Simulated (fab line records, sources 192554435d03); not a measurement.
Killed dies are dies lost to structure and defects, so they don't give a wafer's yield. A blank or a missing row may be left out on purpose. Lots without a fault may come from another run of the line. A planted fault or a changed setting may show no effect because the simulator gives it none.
Tool commonality check | flow n5_finfet | 7 lots, 21 wafers sampled

WHY IT WAS OPENED
At N5_SPACER0_INSPECT_04 the reading raw_defect_count is flagged on 2 of 7 lots. Wafers without a fault read 129, standard deviation 33.
Rule: a lot is flagged when every wafer of it that has a number lies more than 4 standard deviations from that mean, or none has a number. The other lots count as sound.

lot  | measured    | on                | raw_defect_count, wafer by wafer | flag
L596 | day 3 23:02 | defect_inspect-01 | 132 95 124                       |
L599 | day 4 13:04 | defect_inspect-01 | 154 83 116                       |
L600 | day 4 22:21 | defect_inspect-01 | 507 482 498                      | FLAGGED
L604 | day 5 23:32 | defect_inspect-01 | 430 451 435                      | FLAGGED
L614 | day 8 05:57 | defect_inspect-02 | 154 168 157                      |
L615 | day 8 11:29 | defect_inspect-01 | 61 97 122                        |
L616 | day 8 18:06 | defect_inspect-01 | 114 160 119                      |
The numbers of the flagged lots are 467 on average: +338 against the usual, or +10 standard deviations.

WHICH TOOL RAN EACH LOT
The record holds 3 process steps before the reading, out of a route of 1938 steps. In each cell: the tool, then ch and the chambers that the sampled wafers went through, then the start.
lot  | flag    | N5_DUMMY_GATE_ETCH_37             | N5_DUMMY_GATE_HM_OPEN_21          | N5_DUMMY_GATE_STRIP_48
L596 |         | rie_diel-01 ch 0,3, day 3 21:25   | rie_diel-05 ch 2,3, day 3 21:47   | rie_diel-05 ch 0,2,3, day 3 22:14
L599 |         | rie_diel-01 ch 1,2, day 4 11:24   | rie_diel-05 ch 0,3, day 4 11:46   | rie_diel-01 ch 0,2, day 4 12:16
L600 | FLAGGED | rie_diel-05 ch 0,1,2, day 4 18:48 | rie_diel-05 ch 0,1,3, day 4 19:17 | rie_diel-01 ch 0,1,2, day 4 19:45
L604 | FLAGGED | rie_diel-01 ch 1,3, day 5 21:36   | rie_diel-05 ch 1,3, day 5 22:10   | rie_diel-04 ch 0,1, day 5 22:38
L614 |         | rie_diel-04 ch 0,2,3, day 8 04:20 | rie_diel-04 ch 0,1,2, day 8 04:42 | rie_diel-04 ch 0,2,3, day 8 05:10
L615 |         | rie_diel-01 ch 1,2,3, day 8 09:52 | rie_diel-05 ch 0,1,3, day 8 10:14 | rie_diel-05 ch 0,1,2, day 8 10:41
L616 |         | rie_diel-01 ch 0,1, day 8 16:25   | rie_diel-04 ch 0,1, day 8 16:47   | rie_diel-01 ch 1,2,3, day 8 17:19
What these steps do:
- N5_DUMMY_GATE_ETCH_37: etches SOC in N2/H2, target depth 60 nm, overetch 30 nm.
- N5_DUMMY_GATE_HM_OPEN_21: chemistry CH3F/O2, target SiNx, target depth 120 nm, time 171.4 s.
- N5_DUMMY_GATE_STRIP_48: strips in N2/H2, time 20 s.
- N5_SPACER0_INSPECT_04: inspects for defects (darkfield).

FLAGGED OVER TOTAL, TOOL BY TOOL (the gauges that took the reading come last)
step                     | tool              | lots run | flagged | share of the flagged lots | sound lots run after its first flagged lot
N5_DUMMY_GATE_ETCH_37    | rie_diel-01       | 5        | 1       | some                      | 2 (L615,L616)
N5_DUMMY_GATE_ETCH_37    | rie_diel-04       | 1        | 0       | none                      | -
N5_DUMMY_GATE_ETCH_37    | rie_diel-05       | 1        | 1       | some                      | 0
N5_DUMMY_GATE_HM_OPEN_21 | rie_diel-04       | 2        | 0       | none                      | -
N5_DUMMY_GATE_HM_OPEN_21 | rie_diel-05       | 5        | 2       | all                       | 1 (L615)
N5_DUMMY_GATE_STRIP_48   | rie_diel-01       | 3        | 1       | some                      | 1 (L616)
N5_DUMMY_GATE_STRIP_48   | rie_diel-04       | 2        | 1       | some                      | 1 (L614)
N5_DUMMY_GATE_STRIP_48   | rie_diel-05       | 2        | 0       | none                      | -
N5_SPACER0_INSPECT_04    | defect_inspect-01 | 6        | 2       | all                       | 2 (L615,L616)
N5_SPACER0_INSPECT_04    | defect_inspect-02 | 1        | 0       | none                      | -

WHAT THE TABLE ALLOWS
2 rows of the table ran every flagged lot: rie_diel-05 at N5_DUMMY_GATE_HM_OPEN_21, defect_inspect-01 at N5_SPACER0_INSPECT_04.
- rie_diel-05 at N5_DUMMY_GATE_HM_OPEN_21: 2 of its 5 lots flagged. Sound lots ran on it after the first flagged one (L615), which a lasting fault on the whole tool wouldn't allow.
- defect_inspect-01 at N5_SPACER0_INSPECT_04: 2 of its 6 lots flagged. Sound lots ran on it after the first flagged one (L615, L616), which a lasting fault on the whole tool wouldn't allow.
No row of the table ran every flagged lot and no sound lot after the first.

WHAT THE SIMULATOR HAD PUT IN
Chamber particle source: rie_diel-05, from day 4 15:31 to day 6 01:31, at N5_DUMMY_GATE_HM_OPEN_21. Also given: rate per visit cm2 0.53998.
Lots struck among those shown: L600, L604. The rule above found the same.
